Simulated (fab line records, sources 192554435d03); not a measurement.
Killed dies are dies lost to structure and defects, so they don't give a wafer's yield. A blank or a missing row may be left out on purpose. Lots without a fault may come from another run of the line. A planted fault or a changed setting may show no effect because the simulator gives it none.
Which tool did it? | flow n5_finfet | 12 lots, 36 wafers sampled, at 5 steps of a route of 1938

WHAT THE GAUGES READ, wafer by wafer
N5_BEOL_M2_THK_MEAS_53: measures by xrf.
lot  | measured     | on            | M2_THK (nm)
L075 | day 7 07:35  | film_metro-02 | 41.0 39.9 39.8
L077 | day 7 14:45  | film_metro-02 | 41.2 40.4 41.2
L079 | day 8 04:39  | film_metro-02 | 38.7 41.0 39.6
L081 | day 8 20:25  | film_metro-01 | 41.9 43.8 43.6
L083 | day 9 04:23  | film_metro-02 | 40.4 42.5 40.1
L085 | day 9 23:02  | film_metro-01 | 39.6 41.3 39.9
L087 | day 10 15:23 | film_metro-02 | 40.4 43.0 41.3
L089 | day 10 19:13 | film_metro-02 | 37.8 39.9 39.2
L091 | day 11 02:37 | film_metro-02 | 38.9 39.3 39.2
L093 | day 11 17:41 | film_metro-01 | 41.6 41.7 42.2
L095 | day 12 08:08 | film_metro-02 | 40.3 39.9 38.5
L097 | day 12 20:53 | film_metro-01 | 40.6 40.5 40.4

WHICH TOOL RAN EACH LOT (tool, then ch and the chambers of the sampled wafers, then the start)
lot  | N5_BEOL_M2_ANNEAL_82         | N5_BEOL_M2_SPUTTER_88        | N5_BEOL_M2_SPUTTER_90        | N5_BEOL_M2_CMP_52
L075 | pvd_sputter-01, day 7 03:19  | pvd_sputter-01, day 7 03:41  | pvd_sputter-01, day 7 03:54  | cmp-01 ch 0,1,3, day 7 07:19
L077 | pvd_sputter-02, day 7 10:31  | pvd_sputter-02, day 7 10:53  | pvd_sputter-02, day 7 11:06  | cmp-03 ch 2,3, day 7 14:27
L079 | pvd_sputter-01, day 8 02:37  | pvd_sputter-01, day 8 02:59  | pvd_sputter-01, day 8 03:12  | cmp-03 ch 0,3, day 8 04:21
L081 | pvd_sputter-03, day 8 18:23  | pvd_sputter-03, day 8 18:45  | pvd_sputter-03, day 8 18:58  | cmp-01 ch 0,2,3, day 8 20:14
L083 | pvd_sputter-03, day 9 02:21  | pvd_sputter-03, day 9 02:43  | pvd_sputter-03, day 9 02:56  | cmp-03 ch 0,3, day 9 04:05
L085 | pvd_sputter-03, day 9 21:00  | pvd_sputter-03, day 9 21:22  | pvd_sputter-03, day 9 21:35  | cmp-04 ch 0,1,2, day 9 22:46
L087 | pvd_sputter-03, day 10 13:22 | pvd_sputter-03, day 10 13:43 | pvd_sputter-03, day 10 13:56 | cmp-01 ch 0,2,3, day 10 15:08
L089 | pvd_sputter-03, day 10 17:11 | pvd_sputter-03, day 10 17:32 | pvd_sputter-03, day 10 17:46 | cmp-04 ch 1,2,3, day 10 18:56
L091 | pvd_sputter-01, day 10 23:34 | pvd_sputter-01, day 10 23:56 | pvd_sputter-01, day 11 00:09 | cmp-03 ch 1,2,3, day 11 02:19
L093 | pvd_sputter-02, day 11 15:40 | pvd_sputter-02, day 11 16:02 | pvd_sputter-02, day 11 16:15 | cmp-01 ch 1,3, day 11 17:24
L095 | pvd_sputter-01, day 12 05:58 | pvd_sputter-01, day 12 06:19 | pvd_sputter-01, day 12 06:32 | cmp-03 ch 0,1,3, day 12 07:55
L097 | pvd_sputter-03, day 12 18:50 | pvd_sputter-03, day 12 19:11 | pvd_sputter-03, day 12 19:25 | cmp-03 ch 0,1,2, day 12 20:37
- N5_BEOL_M2_ANNEAL_82: time 240 s.
- N5_BEOL_M2_SPUTTER_88: material Cu, target thk 4.5 nm, time 8.29 s.
- N5_BEOL_M2_SPUTTER_90: material Cu, target thk 4.5 nm, time 8.29 s.
- N5_BEOL_M2_CMP_52: polishes, stops on SiOC, t overpolish 6.8 s, target thk 40 nm.

THE ANSWER, worked out from the rows above alone
Rule: what is usual is taken from the lots themselves. Put in order of their means at a reading, lots are off if they are a third of the lots or fewer, leave a main group of 4 or more, and stand apart from it by a gap of 3 or more times the standard deviation of the main group's means; of several such gaps the widest counts. A main group whose means are all the same, to the digits that the tables above print for the reading, isn't used. A lot without any number at a reading at which 4 lots or more have one is off too. The other lots that the step has rows for count as sound.
No lot is off at any reading shown: from this, nothing can be told.

WHAT THE SIMULATOR HAD PUT IN
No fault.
